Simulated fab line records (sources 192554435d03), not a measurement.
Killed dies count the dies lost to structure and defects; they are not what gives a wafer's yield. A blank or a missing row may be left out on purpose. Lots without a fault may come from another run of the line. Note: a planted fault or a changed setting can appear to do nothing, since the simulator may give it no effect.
Chamber matching :: flow n5Finfet :: rieDiel-01 running N5_BEOL_M5_ETCH_67: 4 sister chambers
The step etches SiARC in CF4, target depth 15.6 nm, time 26 s. 16 wafers are shown with their chamber, then 8 later ones without.

== WAFERS, EACH WITH ITS CHAMBER ==
wafer: L076.3
chamber: 2
showerheadPlenumPTorr (Torr): 2.14
drypumpMotorCurrentA (A): 5.5
oesProductAu (a.u.): 0.65

wafer: L076.4
chamber: 3
showerheadPlenumPTorr (Torr): 2.11
drypumpMotorCurrentA (A): 4.7
oesProductAu (a.u.): 0.60

wafer: L076.6
chamber: 3
showerheadPlenumPTorr (Torr): 2.11
drypumpMotorCurrentA (A): 4.7
oesProductAu (a.u.): 0.60

wafer: L075.2
chamber: 1
showerheadPlenumPTorr (Torr): 2.21
drypumpMotorCurrentA (A): 5.2
oesProductAu (a.u.): 0.59

wafer: L075.4
chamber: 2
showerheadPlenumPTorr (Torr): 2.14
drypumpMotorCurrentA (A): 5.5
oesProductAu (a.u.): 0.64

wafer: L075.5
chamber: 2
showerheadPlenumPTorr (Torr): 2.14
drypumpMotorCurrentA (A): 5.5
oesProductAu (a.u.): 0.65

wafer: L080.2
chamber: 1
showerheadPlenumPTorr (Torr): 2.21
drypumpMotorCurrentA (A): 5.2
oesProductAu (a.u.): 0.58

wafer: L080.3
chamber: 2
showerheadPlenumPTorr (Torr): 2.14
drypumpMotorCurrentA (A): 5.6
oesProductAu (a.u.): 0.64

wafer: L080.4
chamber: 3
showerheadPlenumPTorr (Torr): 2.11
drypumpMotorCurrentA (A): 4.7
oesProductAu (a.u.): 0.60

wafer: L081.2
chamber: 0
showerheadPlenumPTorr (Torr): 2.23
drypumpMotorCurrentA (A): 5.0
oesProductAu (a.u.): 0.64

wafer: L081.3
chamber: 2
showerheadPlenumPTorr (Torr): 2.14
drypumpMotorCurrentA (A): 5.6
oesProductAu (a.u.): 0.64

wafer: L081.5
chamber: 2
showerheadPlenumPTorr (Torr): 2.14
drypumpMotorCurrentA (A): 5.6
oesProductAu (a.u.): 0.64

wafer: L084.1
chamber: 3
showerheadPlenumPTorr (Torr): 2.11
drypumpMotorCurrentA (A): 4.8
oesProductAu (a.u.): 0.60

wafer: L084.2
chamber: 0
showerheadPlenumPTorr (Torr): 2.23
drypumpMotorCurrentA (A): 5.0
oesProductAu (a.u.): 0.64

wafer: L084.4
chamber: 2
showerheadPlenumPTorr (Torr): 2.14
drypumpMotorCurrentA (A): 5.6
oesProductAu (a.u.): 0.63

wafer: L094.3
chamber: 2
showerheadPlenumPTorr (Torr): 2.13
drypumpMotorCurrentA (A): 5.5
oesProductAu (a.u.): 0.62

SIGNATURES (averages over the wafers above)
reading: showerheadPlenumPTorr
chamber 0: 2.2300
chamber 1: 2.2100
chamber 2: 2.1387
chamber 3: 2.1100
scatter within a chamber: 0.0027

reading: drypumpMotorCurrentA
chamber 0: 5.000
chamber 1: 5.200
chamber 2: 5.550
chamber 3: 4.725
scatter within a chamber: 0.0479

reading: oesProductAu
chamber 0: 0.6400
chamber 1: 0.5850
chamber 2: 0.6388
chamber 3: 0.6000
scatter within a chamber: 0.00784
Rule: a wafer's distance from a chamber is the root of the sum, over the readings, of the square of ((its reading less the chamber's mean) divided by the reading's scatter). If the next closest chamber is less than 2 further off than the closest, the wafer can't be placed; otherwise it belongs to the closest. The scatter: take each reading less its chamber's mean, square it, sum over the shown wafers, divide by the number of wafers less the number of chambers, and take the root.

== WAFERS MISSING THEIR CHAMBER ==
wafer: L094.4
showerheadPlenumPTorr (Torr): 2.13
drypumpMotorCurrentA (A): 5.5
oesProductAu (a.u.): 0.62

wafer: L094.5
showerheadPlenumPTorr (Torr): 2.22
drypumpMotorCurrentA (A): 5.0
oesProductAu (a.u.): 0.62

wafer: L089.3
showerheadPlenumPTorr (Torr): 2.22
drypumpMotorCurrentA (A): 5.0
oesProductAu (a.u.): 0.63

wafer: L089.5
showerheadPlenumPTorr (Torr): 2.20
drypumpMotorCurrentA (A): 5.2
oesProductAu (a.u.): 0.82

wafer: L089.6
showerheadPlenumPTorr (Torr): 2.22
drypumpMotorCurrentA (A): 5.0
oesProductAu (a.u.): 0.62

wafer: L096.1
showerheadPlenumPTorr (Torr): 2.10
drypumpMotorCurrentA (A): 4.8
oesProductAu (a.u.): 0.82

wafer: L096.4
showerheadPlenumPTorr (Torr): 2.20
drypumpMotorCurrentA (A): 5.2
oesProductAu (a.u.): 0.81

wafer: L096.5
showerheadPlenumPTorr (Torr): 2.20
drypumpMotorCurrentA (A): 5.2
oesProductAu (a.u.): 0.81

== THE CHAMBER EACH PASSED THROUGH ==
wafer: L094.4
from the rows above: 2
in truth: 2

wafer: L094.5
from the rows above: 0
in truth: 0

wafer: L089.3
from the rows above: 0
in truth: 0

wafer: L089.5
from the rows above: 0
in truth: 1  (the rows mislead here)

wafer: L089.6
from the rows above: 0
in truth: 0

wafer: L096.1
from the rows above: 3
in truth: 3

wafer: L096.4
from the rows above: 0
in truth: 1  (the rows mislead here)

wafer: L096.5
from the rows above: 0
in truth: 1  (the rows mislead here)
Correct placement for 5 of the 8. Left unplaced by these rows: 0. Placed wrongly: 3.
